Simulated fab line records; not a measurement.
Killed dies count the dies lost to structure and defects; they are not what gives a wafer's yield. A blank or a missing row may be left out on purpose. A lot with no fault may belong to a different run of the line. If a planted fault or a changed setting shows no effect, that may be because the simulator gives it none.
fab line records || flow nand-harc || part 2 of 2: steps 22 to 31 of 31
record {"lots": 5, "wafers": 15, "last-day": 33}
route steps=1302 shown A_BONDPAD@1207 HYBRID_BOND@1237
lots that met no fault: taken from a fault-free run of the same line
start-h: the number of hours between the record's first day and the start of the first shown wafer of the lot || wait-h: hours from the lot's prior step to this one || " unchanged from the row above || L1.1+2: a row that stands for several wafers || - no value present, or no start provided || * or withheld: withheld || < > ~ a bound
route shown NAME@n: a module of which the file shows steps, and the number in the route of the first || usual: mean and standard deviation over wafers with no fault || same: alike in all rows || chamber/n: place in a boat || sites: the reading at each site || _std_site: how widely they spread, as a standard deviation || _edge_site: the outer-site mean with the inner-site mean subtracted || radius-mm: how far each site lies from the wafer's centre || mask NAME#n: copy n || behind: the last tool/chamber to shape the wafer || hold: the reason the lot was held/the length of the hold in hours/how it ended || device: names the non-switching transistor (n, p or np) || end of line: the tests these same wafers got at the end of their route || a step with no rows: only its recipe || killed: dies lost to structure and defects at the first sort, not the wafer's yield || map: dies across one wafer; x = killed, . = not, _ = none there
set.NAME: the run value of the setting; set.NAME@STEP: its run value at that earlier step || model.NAME: the simulator's own value behind a step, which no gauge read
lots at some steps of the route; a table a step, a row a wafer
services: from which hour (start-h, from the record's first day; less than 0 if before it) a tool's chamber was out of use, for how many hours, and why
## steps
# step NHARC_A_BONDPAD_PVD_27
# recipe {"target-thk-a": 300, "chamber-pressure-pa": 5, "power-w": 5000, "substrate-temp-c": 30, "time-s": 20.49, "material": "Cu"}
# usual {"substrate-temp-c": "29.99/0.11", "throttle-valve-pct": "30.4/0.89"}
{"lot.wafer": "L087.1", "tool": "pvd-sputter-03", "chamber": "-", "start-h": "-", "wait-h": "-", "substrate-temp-c": 29.90, "throttle-valve-pct": 30.4}
{"lot.wafer": "L087.3", "tool": "pvd-sputter-03", "chamber": "-", "start-h": "-", "wait-h": "-", "substrate-temp-c": 30.04, "throttle-valve-pct": 30.6}
{"lot.wafer": "L087.6", "tool": "pvd-sputter-03", "chamber": "-", "start-h": "-", "wait-h": "-", "substrate-temp-c": 30.10, "throttle-valve-pct": 31.6}
{"lot.wafer": "L085.1", "tool": "pvd-sputter-03", "chamber": "-", "start-h": "-", "wait-h": "-", "substrate-temp-c": 29.97, "throttle-valve-pct": 30.6}
{"lot.wafer": "L085.5", "tool": "pvd-sputter-03", "chamber": "-", "start-h": "-", "wait-h": "-", "substrate-temp-c": 30.16, "throttle-valve-pct": 31.2}
{"lot.wafer": "L085.6", "tool": "pvd-sputter-03", "chamber": "-", "start-h": "-", "wait-h": "-", "substrate-temp-c": 29.93, "throttle-valve-pct": 30.3}
{"lot.wafer": "L093.1", "tool": "pvd-sputter-03", "chamber": "-", "start-h": "-", "wait-h": "-", "substrate-temp-c": 29.97, "throttle-valve-pct": 30.1}
{"lot.wafer": "L093.2", "tool": "pvd-sputter-03", "chamber": "-", "start-h": "-", "wait-h": "-", "substrate-temp-c": 29.97, "throttle-valve-pct": 30.4}
{"lot.wafer": "L093.4", "tool": "pvd-sputter-03", "chamber": "-", "start-h": "-", "wait-h": "-", "substrate-temp-c": 30.03, "throttle-valve-pct": 30.9}
{"lot.wafer": "L096.3", "tool": "pvd-sputter-02", "chamber": "-", "start-h": "-", "wait-h": "-", "substrate-temp-c": 29.83, "throttle-valve-pct": 30.9}
{"lot.wafer": "L096.4", "tool": "pvd-sputter-02", "chamber": "-", "start-h": "-", "wait-h": "-", "substrate-temp-c": 30.17, "throttle-valve-pct": 29.6}
{"lot.wafer": "L096.2", "tool": "pvd-sputter-02", "chamber": "-", "start-h": "-", "wait-h": "-", "substrate-temp-c": 29.97, "throttle-valve-pct": 29.5}
{"lot.wafer": "L097.3", "tool": "pvd-sputter-02", "chamber": "-", "start-h": "-", "wait-h": "-", "substrate-temp-c": 30.03, "throttle-valve-pct": 29.2}
{"lot.wafer": "L097.2", "tool": "pvd-sputter-02", "chamber": "-", "start-h": "-", "wait-h": "-", "substrate-temp-c": 29.96, "throttle-valve-pct": 30.5}
{"lot.wafer": "L097.6", "tool": "pvd-sputter-02", "chamber": "-", "start-h": "-", "wait-h": "-", "substrate-temp-c": 30.03, "throttle-valve-pct": 29.3}
# step NHARC_A_BONDPAD_ECD_18
# recipe {"target-thk-a": 4000, "bath-temp-c": 25, "material": "Cu"}
# usual {"bath-temp-c": "24.98/0.1"}
{"lot.wafer": "L087.1", "tool": "ecd-cu-02", "chamber": 0, "start-h": 645.76, "wait-h": "-", "bath-temp-c": 24.87}
{"lot.wafer": "L087.3", "tool": "ecd-cu-02", "chamber": 1, "start-h": 645.76, "wait-h": "-", "bath-temp-c": 25.05}
{"lot.wafer": "L087.6", "tool": "ecd-cu-02", "chamber": 1, "start-h": 645.76, "wait-h": "-", "bath-temp-c": 24.95}
{"lot.wafer": "L085.1", "tool": "ecd-cu-02", "chamber": 1, "start-h": 652.55, "wait-h": "-", "bath-temp-c": 25.08}
{"lot.wafer": "L085.6", "tool": "ecd-cu-02", "chamber": 0, "start-h": 652.55, "wait-h": "-", "bath-temp-c": 24.96}
{"lot.wafer": "L085.5", "tool": "ecd-cu-02", "chamber": 1, "start-h": 652.55, "wait-h": "-", "bath-temp-c": 25.29}
{"lot.wafer": "L093.2", "tool": "ecd-cu-01", "chamber": 0, "start-h": 746.35, "wait-h": "-", "bath-temp-c": 24.88}
{"lot.wafer": "L093.1", "tool": "ecd-cu-01", "chamber": 1, "start-h": 746.35, "wait-h": "-", "bath-temp-c": 24.94}
{"lot.wafer": "L093.4", "tool": "ecd-cu-01", "chamber": 1, "start-h": 746.35, "wait-h": "-", "bath-temp-c": 24.94}
{"lot.wafer": "L096.2", "tool": "ecd-cu-02", "chamber": 0, "start-h": 748.47, "wait-h": "-", "bath-temp-c": 24.99}
{"lot.wafer": "L096.4", "tool": "ecd-cu-02", "chamber": 1, "start-h": 748.47, "wait-h": "-", "bath-temp-c": 24.99}
{"lot.wafer": "L096.3", "tool": "ecd-cu-02", "chamber": 0, "start-h": 748.47, "wait-h": "-", "bath-temp-c": 25.09}
{"lot.wafer": "L097.2", "tool": "ecd-cu-01", "chamber": 0, "start-h": 764.13, "wait-h": "-", "bath-temp-c": 24.95}
{"lot.wafer": "L097.3", "tool": "ecd-cu-01", "chamber": 1, "start-h": 764.13, "wait-h": "-", "bath-temp-c": 24.85}
{"lot.wafer": "L097.6", "tool": "ecd-cu-01", "chamber": 0, "start-h": 764.13, "wait-h": "-", "bath-temp-c": 24.84}
# step NHARC_A_BONDPAD_ANNEAL_28
# recipe {"temp-c": 225, "time-s": 90}
# usual {"anneal-temp-c": "225.05/0.18", "wafer_temp_C_max": "226.2/0.51"}
{"lot.wafer": "L087.1", "tool": "rtp-anneal-02", "chamber": 0, "start-h": 646.13, "wait-h": "-", "anneal-temp-c": 225.16, "wafer_temp_C_max": 227.1}
{"lot.wafer": "L087.3", "tool": "rtp-anneal-02", "chamber": 0, "start-h": 646.13, "wait-h": "-", "anneal-temp-c": 224.81, "wafer_temp_C_max": 226.8}
{"lot.wafer": "L087.6", "tool": "rtp-anneal-02", "chamber": 0, "start-h": 646.13, "wait-h": "-", "anneal-temp-c": 224.76, "wafer_temp_C_max": 226.7}
{"lot.wafer": "L085.1", "tool": "rtp-anneal-01", "chamber": 0, "start-h": 652.90, "wait-h": "-", "anneal-temp-c": 224.95, "wafer_temp_C_max": 225.8}
{"lot.wafer": "L085.5", "tool": "rtp-anneal-01", "chamber": 0, "start-h": 652.90, "wait-h": "-", "anneal-temp-c": 225.08, "wafer_temp_C_max": 226.0}
{"lot.wafer": "L085.6", "tool": "rtp-anneal-01", "chamber": 0, "start-h": 652.90, "wait-h": "-", "anneal-temp-c": 225.18, "wafer_temp_C_max": 225.8}
{"lot.wafer": "L093.1", "tool": "rtp-anneal-01", "chamber": 0, "start-h": 746.72, "wait-h": "-", "anneal-temp-c": 225.06, "wafer_temp_C_max": 225.5}
{"lot.wafer": "L093.2", "tool": "rtp-anneal-01", "chamber": 0, "start-h": 746.72, "wait-h": "-", "anneal-temp-c": 224.84, "wafer_temp_C_max": 225.7}
{"lot.wafer": "L093.4", "tool": "rtp-anneal-01", "chamber": 0, "start-h": 746.72, "wait-h": "-", "anneal-temp-c": 224.96, "wafer_temp_C_max": 226.0}
{"lot.wafer": "L096.2", "tool": "rtp-anneal-01", "chamber": 0, "start-h": 748.88, "wait-h": 0.4, "anneal-temp-c": 225.18, "wafer_temp_C_max": 226.1}
{"lot.wafer": "L096.3", "tool": "rtp-anneal-01", "chamber": 0, "start-h": 748.88, "wait-h": 0.4, "anneal-temp-c": 224.98, "wafer_temp_C_max": 225.9}
{"lot.wafer": "L096.4", "tool": "rtp-anneal-01", "chamber": 0, "start-h": 748.88, "wait-h": 0.4, "anneal-temp-c": 225.11, "wafer_temp_C_max": 225.6}
{"lot.wafer": "L097.2", "tool": "rtp-anneal-01", "chamber": 0, "start-h": 764.51, "wait-h": 0.3, "anneal-temp-c": 224.99, "wafer_temp_C_max": 225.8}
{"lot.wafer": "L097.3", "tool": "rtp-anneal-01", "chamber": 0, "start-h": 764.51, "wait-h": 0.3, "anneal-temp-c": 225.07, "wafer_temp_C_max": 225.7}
{"lot.wafer": "L097.6", "tool": "rtp-anneal-01", "chamber": 0, "start-h": 764.51, "wait-h": 0.3, "anneal-temp-c": 224.90, "wafer_temp_C_max": 225.9}
# step NHARC_A_BONDPAD_CMP_19
# recipe {"t-overpolish-s": 30, "cu-recess-touch-s": 16, "target-thk-nm": 169.82}
# usual {"motor-current-A": "11.5/1.2", "overpolish-run-s": "29.999/0.0085", "retaining-ring-pressure-frac": "1.001/0.0045"}
{"lot.wafer": "L087.1", "tool": "cmp-04", "chamber": 1, "start-h": 646.48, "wait-h": "-", "motor-current-A": 12.3, "overpolish-run-s": 30.007, "retaining-ring-pressure-frac": 0.995}
{"lot.wafer": "L087.3", "tool": "cmp-04", "chamber": 0, "start-h": 646.48, "wait-h": "-", "motor-current-A": 9.6, "overpolish-run-s": 29.989, "retaining-ring-pressure-frac": 0.996}
{"lot.wafer": "L087.6", "tool": "cmp-04", "chamber": 2, "start-h": 646.48, "wait-h": "-", "motor-current-A": 12.6, "overpolish-run-s": 29.999, "retaining-ring-pressure-frac": 0.994}
{"lot.wafer": "L085.1", "tool": "cmp-04", "chamber": 1, "start-h": 653.33, "wait-h": "-", "motor-current-A": 11.3, "overpolish-run-s": 30.007, "retaining-ring-pressure-frac": 1.006}
{"lot.wafer": "L085.6", "tool": "cmp-04", "chamber": 2, "start-h": 653.33, "wait-h": "-", "motor-current-A": 12.9, "overpolish-run-s": 29.987, "retaining-ring-pressure-frac": 0.998}
{"lot.wafer": "L085.5", "tool": "cmp-04", "chamber": 3, "start-h": 653.33, "wait-h": "-", "motor-current-A": 9.9, "overpolish-run-s": 29.992, "retaining-ring-pressure-frac": 0.995}
{"lot.wafer": "L093.2", "tool": "cmp-02", "chamber": 1, "start-h": 747.06, "wait-h": "-", "motor-current-A": 10.0, "overpolish-run-s": 30.016, "retaining-ring-pressure-frac": 1.009}
{"lot.wafer": "L093.1", "tool": "cmp-02", "chamber": 3, "start-h": 747.06, "wait-h": "-", "motor-current-A": 13.3, "overpolish-run-s": 30.003, "retaining-ring-pressure-frac": 0.993}
{"lot.wafer": "L093.4", "tool": "cmp-02", "chamber": 0, "start-h": 747.06, "wait-h": "-", "motor-current-A": 10.7, "overpolish-run-s": 29.996, "retaining-ring-pressure-frac": 0.999}
{"lot.wafer": "L096.4", "tool": "cmp-03", "chamber": 3, "start-h": 749.18, "wait-h": "-", "motor-current-A": 11.8, "overpolish-run-s": 30.010, "retaining-ring-pressure-frac": 0.996}
{"lot.wafer": "L096.3", "tool": "cmp-03", "chamber": 1, "start-h": 749.18, "wait-h": "-", "motor-current-A": 9.8, "overpolish-run-s": 30.002, "retaining-ring-pressure-frac": 1.000}
{"lot.wafer": "L096.2", "tool": "cmp-03", "chamber": 2, "start-h": 749.18, "wait-h": "-", "motor-current-A": 13.0, "overpolish-run-s": 30.018, "retaining-ring-pressure-frac": 1.008}
{"lot.wafer": "L097.3", "tool": "cmp-04", "chamber": 3, "start-h": 764.83, "wait-h": "-", "motor-current-A": 11.2, "overpolish-run-s": 29.999, "retaining-ring-pressure-frac": 0.999}
{"lot.wafer": "L097.2", "tool": "cmp-04", "chamber": 0, "start-h": 764.83, "wait-h": "-", "motor-current-A": 10.4, "overpolish-run-s": 30.009, "retaining-ring-pressure-frac": 1.010}
{"lot.wafer": "L097.6", "tool": "cmp-04", "chamber": 3, "start-h": 764.83, "wait-h": "-", "motor-current-A": 11.4, "overpolish-run-s": 29.984, "retaining-ring-pressure-frac": 1.002}
# step NHARC_A_BONDPAD_THK_MEAS_20
# recipe {"thk-meas-gauge": "xrf"}
# usual {"thk-nm": "169.5/1.4"}
{"lot.wafer": "L087.1", "tool": "film-metro-02", "chamber": "-", "start-h": 646.80, "wait-h": "-", "thk-nm": 169.6}
{"lot.wafer": "L087.3", "tool": "film-metro-02", "chamber": "-", "start-h": 646.80, "wait-h": "-", "thk-nm": 171.1}
{"lot.wafer": "L087.6", "tool": "film-metro-02", "chamber": "-", "start-h": 646.80, "wait-h": "-", "thk-nm": 170.3}
{"lot.wafer": "L085.1", "tool": "film-metro-02", "chamber": "-", "start-h": 653.57, "wait-h": "-", "thk-nm": 167.6}
{"lot.wafer": "L085.5", "tool": "film-metro-02", "chamber": "-", "start-h": 653.57, "wait-h": "-", "thk-nm": 168.5}
{"lot.wafer": "L085.6", "tool": "film-metro-02", "chamber": "-", "start-h": 653.57, "wait-h": "-", "thk-nm": 168.5}
{"lot.wafer": "L093.1", "tool": "film-metro-02", "chamber": "-", "start-h": 747.38, "wait-h": "-", "thk-nm": 168.8}
{"lot.wafer": "L093.2", "tool": "film-metro-02", "chamber": "-", "start-h": 747.38, "wait-h": "-", "thk-nm": 168.2}
{"lot.wafer": "L093.4", "tool": "film-metro-02", "chamber": "-", "start-h": 747.38, "wait-h": "-", "thk-nm": 168.5}
{"lot.wafer": "L096.2", "tool": "film-metro-02", "chamber": "-", "start-h": 749.50, "wait-h": "-", "thk-nm": 172.0}
{"lot.wafer": "L096.3", "tool": "film-metro-02", "chamber": "-", "start-h": 749.50, "wait-h": "-", "thk-nm": 172.4}
{"lot.wafer": "L096.4", "tool": "film-metro-02", "chamber": "-", "start-h": 749.50, "wait-h": "-", "thk-nm": 171.1}
{"lot.wafer": "L097.2", "tool": "film-metro-02", "chamber": "-", "start-h": 765.13, "wait-h": "-", "thk-nm": 170.1}
{"lot.wafer": "L097.3", "tool": "film-metro-02", "chamber": "-", "start-h": 765.13, "wait-h": "-", "thk-nm": 171.7}
{"lot.wafer": "L097.6", "tool": "film-metro-02", "chamber": "-", "start-h": 765.13, "wait-h": "-", "thk-nm": 169.4}
# step NHARC_A_BONDPAD_SRD_21
# recipe {"time-s": 30, "temp-c": 23, "dry-time-s": 20, "spin-rpm": 1500}
# usual {"co2-resistivity-mohm-cm": "0.2000/0.0019"}
{"lot.wafer": "L087.6", "tool": "wet-bench-10", "chamber": 2, "start-h": 646.84, "wait-h": 0.0, "co2-resistivity-mohm-cm": 0.2047}
{"lot.wafer": "L087.3", "tool": "wet-bench-10", "chamber": 3, "start-h": 646.84, "wait-h": 0.0, "co2-resistivity-mohm-cm": 0.2013}
{"lot.wafer": "L087.1", "tool": "wet-bench-10", "chamber": 7, "start-h": 646.84, "wait-h": 0.0, "co2-resistivity-mohm-cm": 0.2013}
{"lot.wafer": "L085.6", "tool": "wet-bench-10", "chamber": 5, "start-h": 653.66, "wait-h": 0.1, "co2-resistivity-mohm-cm": 0.2026}
{"lot.wafer": "L085.1", "tool": "wet-bench-10", "chamber": 0, "start-h": 653.66, "wait-h": 0.1, "co2-resistivity-mohm-cm": 0.2005}
{"lot.wafer": "L085.5", "tool": "wet-bench-10", "chamber": 1, "start-h": 653.66, "wait-h": 0.1, "co2-resistivity-mohm-cm": 0.1999}
{"lot.wafer": "L093.2", "tool": "wet-bench-10", "chamber": 4, "start-h": 747.43, "wait-h": 0.0, "co2-resistivity-mohm-cm": 0.1945}
{"lot.wafer": "L093.1", "tool": "wet-bench-10", "chamber": 7, "start-h": 747.43, "wait-h": 0.0, "co2-resistivity-mohm-cm": 0.2013}
{"lot.wafer": "L093.4", "tool": "wet-bench-10", "chamber": 0, "start-h": 747.43, "wait-h": 0.0, "co2-resistivity-mohm-cm": 0.2002}
{"lot.wafer": "L096.2", "tool": "wet-bench-10", "chamber": 3, "start-h": 749.54, "wait-h": 0.0, "co2-resistivity-mohm-cm": 0.2005}
{"lot.wafer": "L096.3", "tool": "wet-bench-10", "chamber": 7, "start-h": 749.54, "wait-h": 0.0, "co2-resistivity-mohm-cm": 0.2005}
{"lot.wafer": "L096.4", "tool": "wet-bench-10", "chamber": 0, "start-h": 749.54, "wait-h": 0.0, "co2-resistivity-mohm-cm": 0.2000}
{"lot.wafer": "L097.2", "tool": "wet-bench-08", "chamber": 4, "start-h": 765.17, "wait-h": 0.0, "co2-resistivity-mohm-cm": 0.2012}
{"lot.wafer": "L097.6", "tool": "wet-bench-08", "chamber": 5, "start-h": 765.17, "wait-h": 0.0, "co2-resistivity-mohm-cm": 0.2026}
{"lot.wafer": "L097.3", "tool": "wet-bench-08", "chamber": 0, "start-h": 765.17, "wait-h": 0.0, "co2-resistivity-mohm-cm": 0.2000}
# step NHARC_A_BONDPAD_INSPECT_23
# usual {"raw-defect-count": "564/130"}
{"lot.wafer": "L087.1", "tool": "defect-inspect-02", "chamber": "-", "start-h": 647.03, "wait-h": 0.0, "raw-defect-count": 902}
{"lot.wafer": "L087.3", "tool": "defect-inspect-02", "chamber": "-", "start-h": 647.03, "wait-h": 0.0, "raw-defect-count": 631}
{"lot.wafer": "L087.6", "tool": "defect-inspect-02", "chamber": "-", "start-h": 647.03, "wait-h": 0.0, "raw-defect-count": 631}
{"lot.wafer": "L085.1", "tool": "defect-inspect-02", "chamber": "-", "start-h": 653.86, "wait-h": 0.0, "raw-defect-count": 456}
{"lot.wafer": "L085.5", "tool": "defect-inspect-02", "chamber": "-", "start-h": 653.86, "wait-h": 0.0, "raw-defect-count": 605}
{"lot.wafer": "L085.6", "tool": "defect-inspect-02", "chamber": "-", "start-h": 653.86, "wait-h": 0.0, "raw-defect-count": 615}
{"lot.wafer": "L093.1", "tool": "defect-inspect-01", "chamber": "-", "start-h": 747.59, "wait-h": 0.0, "raw-defect-count": 680}
{"lot.wafer": "L093.2", "tool": "defect-inspect-01", "chamber": "-", "start-h": 747.59, "wait-h": 0.0, "raw-defect-count": 575}
{"lot.wafer": "L093.4", "tool": "defect-inspect-01", "chamber": "-", "start-h": 747.59, "wait-h": 0.0, "raw-defect-count": 550}
{"lot.wafer": "L096.2", "tool": "defect-inspect-01", "chamber": "-", "start-h": 749.70, "wait-h": 0.0, "raw-defect-count": 569}
{"lot.wafer": "L096.3", "tool": "defect-inspect-01", "chamber": "-", "start-h": 749.70, "wait-h": 0.0, "raw-defect-count": 615}
{"lot.wafer": "L096.4", "tool": "defect-inspect-01", "chamber": "-", "start-h": 749.70, "wait-h": 0.0, "raw-defect-count": 703}
{"lot.wafer": "L097.2", "tool": "defect-inspect-01", "chamber": "-", "start-h": 765.33, "wait-h": 0.0, "raw-defect-count": 404}
{"lot.wafer": "L097.3", "tool": "defect-inspect-01", "chamber": "-", "start-h": 765.33, "wait-h": 0.0, "raw-defect-count": 373}
{"lot.wafer": "L097.6", "tool": "defect-inspect-01", "chamber": "-", "start-h": 765.33, "wait-h": 0.0, "raw-defect-count": 507}
# step NHARC_HYBRID_BOND_ACTIVATE_00
# recipe {"time-s": 60, "n2-flow-sccm": 200, "ar-flow-sccm": 0, "bias-power-w": 0, "chemistry": "N2"}
# usual {"drypump-motor-current-A": "5.9/0.41", "oes-product-au": "1.000/0.0081", "rf-vpp-V": "63.9/0.85", "showerhead-plenum-p-Torr": "1.72/0.087"}
{"lot.wafer": "L087.3", "tool": "rie-diel-08", "chamber": 0, "start-h": 647.09, "wait-h": 0.1, "drypump-motor-current-A": 5.5, "oes-product-au": 1.006, "rf-hours-counter-h": 10, "rf-vpp-V": 64.4, "showerhead-plenum-p-Torr": 1.64}
{"lot.wafer": "L087.1", "tool": "rie-diel-08", "chamber": 2, "start-h": 647.09, "wait-h": 0.1, "drypump-motor-current-A": 5.6, "oes-product-au": 0.983, "rf-hours-counter-h": 9, "rf-vpp-V": 64.2, "showerhead-plenum-p-Torr": 1.74}
{"lot.wafer": "L087.6", "tool": "rie-diel-08", "chamber": 1, "start-h": 647.09, "wait-h": 0.1, "drypump-motor-current-A": 6.2, "oes-product-au": 0.998, "rf-hours-counter-h": "-", "rf-vpp-V": 63.8, "showerhead-plenum-p-Torr": 1.69}
{"lot.wafer": "L085.1", "tool": "rie-diel-08", "chamber": 3, "start-h": 653.92, "wait-h": 0.1, "drypump-motor-current-A": 6.3, "oes-product-au": 0.997, "rf-hours-counter-h": 10, "rf-vpp-V": 63.7, "showerhead-plenum-p-Torr": 1.89}
{"lot.wafer": "L085.6", "tool": "rie-diel-08", "chamber": 3, "start-h": 653.92, "wait-h": 0.1, "drypump-motor-current-A": 6.4, "oes-product-au": 0.989, "rf-hours-counter-h": "-", "rf-vpp-V": 65.1, "showerhead-plenum-p-Torr": 1.89}
{"lot.wafer": "L085.5", "tool": "rie-diel-08", "chamber": 0, "start-h": 653.92, "wait-h": 0.1, "drypump-motor-current-A": 5.5, "oes-product-au": 1.018, "rf-hours-counter-h": "-", "rf-vpp-V": 62.4, "showerhead-plenum-p-Torr": 1.64}
{"lot.wafer": "L093.1", "tool": "rie-diel-08", "chamber": 2, "start-h": 747.66, "wait-h": 0.1, "drypump-motor-current-A": 5.6, "oes-product-au": 1.016, "rf-hours-counter-h": 0, "rf-vpp-V": 63.8, "showerhead-plenum-p-Torr": 1.74}
{"lot.wafer": "L093.2", "tool": "rie-diel-08", "chamber": 3, "start-h": 747.66, "wait-h": 0.1, "drypump-motor-current-A": 6.3, "oes-product-au": 1.016, "rf-hours-counter-h": 0, "rf-vpp-V": 65.7, "showerhead-plenum-p-Torr": 1.89}
{"lot.wafer": "L093.4", "tool": "rie-diel-08", "chamber": 0, "start-h": 747.66, "wait-h": 0.1, "drypump-motor-current-A": 5.5, "oes-product-au": 1.012, "rf-hours-counter-h": 0, "rf-vpp-V": 65.0, "showerhead-plenum-p-Torr": 1.64}
{"lot.wafer": "L096.3", "tool": "rie-diel-05", "chamber": 3, "start-h": 749.77, "wait-h": 0.1, "drypump-motor-current-A": 5.8, "oes-product-au": 0.997, "rf-hours-counter-h": 47, "rf-vpp-V": 63.5, "showerhead-plenum-p-Torr": 1.63}
{"lot.wafer": "L096.2", "tool": "rie-diel-05", "chamber": 0, "start-h": 749.77, "wait-h": 0.1, "drypump-motor-current-A": 6.7, "oes-product-au": 0.997, "rf-hours-counter-h": 41, "rf-vpp-V": 63.2, "showerhead-plenum-p-Torr": 1.63}
{"lot.wafer": "L096.4", "tool": "rie-diel-05", "chamber": 1, "start-h": 749.77, "wait-h": 0.1, "drypump-motor-current-A": 5.3, "oes-product-au": 0.991, "rf-hours-counter-h": 48, "rf-vpp-V": 63.9, "showerhead-plenum-p-Torr": 1.66}
{"lot.wafer": "L097.2", "tool": "rie-diel-08", "chamber": 0, "start-h": 765.39, "wait-h": 0.1, "drypump-motor-current-A": 5.5, "oes-product-au": 0.986, "rf-hours-counter-h": 3, "rf-vpp-V": 63.5, "showerhead-plenum-p-Torr": 1.64}
{"lot.wafer": "L097.3", "tool": "rie-diel-08", "chamber": 3, "start-h": 765.39, "wait-h": 0.1, "drypump-motor-current-A": 6.3, "oes-product-au": 0.988, "rf-hours-counter-h": 3, "rf-vpp-V": 63.9, "showerhead-plenum-p-Torr": 1.89}
{"lot.wafer": "L097.6", "tool": "rie-diel-08", "chamber": 0, "start-h": 765.39, "wait-h": 0.1, "drypump-motor-current-A": 5.5, "oes-product-au": 1.002, "rf-hours-counter-h": "-", "rf-vpp-V": 63.3, "showerhead-plenum-p-Torr": 1.64}
# step NHARC_HYBRID_BOND_PRECLEAN_01
# recipe {"time-s": 300, "temp-c": 23, "chemistry": "DIW"}
{"lot.wafer": "L087.3+1+6", "tool": "wet-bench-10", "chamber": "4,5,7", "start-h": 647.25, "wait-h": 0.1}
{"lot.wafer": "L085.6+1+5", "tool": "wet-bench-10", "chamber": "4,6,1", "start-h": 654.07, "wait-h": 0.1}
{"lot.wafer": "L093.4+1+2", "tool": "wet-bench-10", "chamber": "1,2,3", "start-h": 747.85, "wait-h": 0.1}
{"lot.wafer": "L096.3+2+4", "tool": "wet-bench-08", "chamber": "4,5,0", "start-h": 749.92, "wait-h": 0.1}
{"lot.wafer": "L097.2+3+6", "tool": "wet-bench-10", "chamber": "1,3,6", "start-h": 765.57, "wait-h": 0.2}
# step NHARC_HYBRID_BOND_SRD_02
# recipe {"time-s": 30, "temp-c": 23, "dry-time-s": 20, "spin-rpm": 1500}
# usual {"co2-resistivity-mohm-cm": "0.2000/0.0021"}
{"lot.wafer": "L087.3", "tool": "wet-bench-10", "chamber": 4, "start-h": "-", "wait-h": "-", "co2-resistivity-mohm-cm": 0.2000}
{"lot.wafer": "L087.1", "tool": "wet-bench-10", "chamber": 5, "start-h": "-", "wait-h": "-", "co2-resistivity-mohm-cm": 0.2015}
{"lot.wafer": "L087.6", "tool": "wet-bench-10", "chamber": 7, "start-h": "-", "wait-h": "-", "co2-resistivity-mohm-cm": 0.1970}
{"lot.wafer": "L085.6", "tool": "wet-bench-10", "chamber": 4, "start-h": "-", "wait-h": "-", "co2-resistivity-mohm-cm": 0.1991}
{"lot.wafer": "L085.1", "tool": "wet-bench-10", "chamber": 6, "start-h": "-", "wait-h": "-", "co2-resistivity-mohm-cm": 0.2004}
{"lot.wafer": "L085.5", "tool": "wet-bench-10", "chamber": 1, "start-h": "-", "wait-h": "-", "co2-resistivity-mohm-cm": 0.1986}
{"lot.wafer": "L093.4", "tool": "wet-bench-10", "chamber": 1, "start-h": "-", "wait-h": "-", "co2-resistivity-mohm-cm": 0.1995}
{"lot.wafer": "L093.1", "tool": "wet-bench-10", "chamber": 2, "start-h": "-", "wait-h": "-", "co2-resistivity-mohm-cm": 0.1992}
{"lot.wafer": "L093.2", "tool": "wet-bench-10", "chamber": 3, "start-h": "-", "wait-h": "-", "co2-resistivity-mohm-cm": 0.1993}
{"lot.wafer": "L096.3", "tool": "wet-bench-08", "chamber": 4, "start-h": "-", "wait-h": "-", "co2-resistivity-mohm-cm": 0.1970}
{"lot.wafer": "L096.2", "tool": "wet-bench-08", "chamber": 5, "start-h": "-", "wait-h": "-", "co2-resistivity-mohm-cm": 0.1936}
{"lot.wafer": "L096.4", "tool": "wet-bench-08", "chamber": 0, "start-h": "-", "wait-h": "-", "co2-resistivity-mohm-cm": 0.2018}
{"lot.wafer": "L097.2", "tool": "wet-bench-10", "chamber": 1, "start-h": "-", "wait-h": "-", "co2-resistivity-mohm-cm": 0.2026}
{"lot.wafer": "L097.3", "tool": "wet-bench-10", "chamber": 3, "start-h": "-", "wait-h": "-", "co2-resistivity-mohm-cm": 0.1995}
{"lot.wafer": "L097.6", "tool": "wet-bench-10", "chamber": 6, "start-h": "-", "wait-h": "-", "co2-resistivity-mohm-cm": 0.2005}
## services
{"tool": "wet-bench-10", "chamber": "-", "start-h": 624.52, "hours": 2.2, "kind": "repair"}
{"tool": "litho-track-03", "chamber": "-", "start-h": 625.00, "hours": 7.0, "kind": "pm"}
{"tool": "rie-diel-08", "chamber": 3, "start-h": 642.71, "hours": 3.4, "kind": "repair"}
{"tool": "rie-diel-11", "chamber": 2, "start-h": 643.46, "hours": 6.4, "kind": "repair"}
{"tool": "wet-bench-08", "chamber": "-", "start-h": 646.40, "hours": 8.0, "kind": "pm"}
{"tool": "pvd-sputter-02", "chamber": "-", "start-h": 646.78, "hours": 10.0, "kind": "pm"}
{"tool": "rie-diel-07", "chamber": "-", "start-h": 648.20, "hours": 9.0, "kind": "pm"}
{"tool": "litho-track-05", "chamber": "-", "start-h": 649.00, "hours": 7.0, "kind": "pm"}
{"tool": "ecd-cu-02", "chamber": "-", "start-h": 656.03, "hours": 1.4, "kind": "repair"}
{"tool": "wet-bench-10", "chamber": "-", "start-h": 663.20, "hours": 8.0, "kind": "pm"}
{"tool": "rie-diel-08", "chamber": 1, "start-h": 669.26, "hours": 6.4, "kind": "repair"}
{"tool": "ecd-cu-02", "chamber": "-", "start-h": 684.81, "hours": 0.3, "kind": "repair"}
{"tool": "rie-diel-07", "chamber": 1, "start-h": 688.24, "hours": 2.2, "kind": "repair"}
{"tool": "pvd-sputter-03", "chamber": "-", "start-h": 696.28, "hours": 2.2, "kind": "repair"}
{"tool": "cmp-04", "chamber": "-", "start-h": 700.51, "hours": 4.0, "kind": "pm"}
{"tool": "pvd-sputter-03", "chamber": "-", "start-h": 704.16, "hours": 10.0, "kind": "pm"}
{"tool": "cmp-04", "chamber": "-", "start-h": 710.66, "hours": 0.5, "kind": "repair"}
{"tool": "rie-diel-08", "chamber": "-", "start-h": 721.80, "hours": 9.0, "kind": "pm"}
{"tool": "rie-diel-07", "chamber": "-", "start-h": 725.88, "hours": 1.9, "kind": "repair"}
{"tool": "pvd-sputter-02", "chamber": "-", "start-h": 732.28, "hours": 1.7, "kind": "repair"}
{"tool": "rie-diel-07", "chamber": 2, "start-h": 753.24, "hours": 3.1, "kind": "repair"}
{"tool": "rie-diel-11", "chamber": "-", "start-h": 759.71, "hours": 0.9, "kind": "repair"}
{"tool": "rie-diel-08", "chamber": 2, "start-h": 760.83, "hours": 13.7, "kind": "repair"}
{"tool": "ecd-cu-02", "chamber": "-", "start-h": 762.34, "hours": 15.8, "kind": "repair"}
